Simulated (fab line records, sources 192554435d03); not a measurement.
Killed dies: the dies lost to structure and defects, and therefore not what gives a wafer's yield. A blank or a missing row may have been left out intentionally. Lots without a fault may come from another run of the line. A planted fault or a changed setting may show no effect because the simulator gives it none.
Matching of chambers || flow n5 finfet || ald sin-01 running N5_DUMMY_GATE_ALD_02: 4 sister chambers
The step deposits SiO2, target thk 2 nm, pulse time 1 s. 8 wafers are shown with their chamber, then 8 later ones without.

== EACH WAFER AND ITS CHAMBER ==
{"wafer": "L079.3", "chamber": 2, "heater power w (W)": 591, "susceptor temp C (C)": 300.00}
{"wafer": "L079.4", "chamber": 3, "heater power w (W)": 503, "susceptor temp C (C)": 300.16}
{"wafer": "L086.4", "chamber": 2, "heater power w (W)": 575, "susceptor temp C (C)": 300.01}
{"wafer": "L086.5", "chamber": 0, "heater power w (W)": 408, "susceptor temp C (C)": 299.95}
{"wafer": "L087.3", "chamber": 3, "heater power w (W)": 510, "susceptor temp C (C)": 299.92}
{"wafer": "L087.4", "chamber": 1, "heater power w (W)": 554, "susceptor temp C (C)": 300.04}
{"wafer": "L087.6", "chamber": 1, "heater power w (W)": 575, "susceptor temp C (C)": 300.46}
{"wafer": "L089.1", "chamber": 0, "heater power w (W)": 406, "susceptor temp C (C)": 299.96}

== WAFERS WITH NO CHAMBER GIVEN ==
{"wafer": "L089.2", "heater power w (W)": 560, "susceptor temp C (C)": 299.84}
{"wafer": "L089.4", "heater power w (W)": 487, "susceptor temp C (C)": 299.90}
{"wafer": "L092.1", "heater power w (W)": 582, "susceptor temp C (C)": 299.94}
{"wafer": "L092.2", "heater power w (W)": 545, "susceptor temp C (C)": 300.13}
{"wafer": "L092.3", "heater power w (W)": 517, "susceptor temp C (C)": 300.18}
{"wafer": "L096.1", "heater power w (W)": 568, "susceptor temp C (C)": 300.09}
{"wafer": "L096.2", "heater power w (W)": 501, "susceptor temp C (C)": 300.41}
{"wafer": "L096.5", "heater power w (W)": 514, "susceptor temp C (C)": 300.32}

== CHAMBER TAKEN BY EACH ==
{"wafer": "L089.2", "from the rows above": "can't be placed: 1 or 2", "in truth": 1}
{"wafer": "L089.4", "from the rows above": 3, "in truth": 3}
{"wafer": "L092.1", "from the rows above": 2, "in truth": 2}
{"wafer": "L092.2", "from the rows above": "can't be placed: 1 or 2 or 3", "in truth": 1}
{"wafer": "L092.3", "from the rows above": 3, "in truth": 3}
{"wafer": "L096.1", "from the rows above": "can't be placed: 1 or 2", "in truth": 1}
{"wafer": "L096.2", "from the rows above": 3, "in truth": 3}
{"wafer": "L096.5", "from the rows above": 3, "in truth": 3}
Placed correctly: 5 of 8. From these rows, 3 cannot be placed; in 3 the true chamber is one of the candidates. 0 placed wrongly.
How it was worked out, from the rows above alone: a wafer's distance from a chamber is the root of the sum, over the readings, of the square of ((its reading less the chamber's mean) divided by the reading's scatter). If the next closest chamber is less than 2 further off than the closest, the wafer can't be placed; otherwise it belongs to the closest. For every chamber, the mean is computed from those of its wafers that are shown. The scatter is the square root of a quotient: the sum, over the shown wafers, of each reading's squared deviation from its chamber's mean, divided by wafers minus chambers.
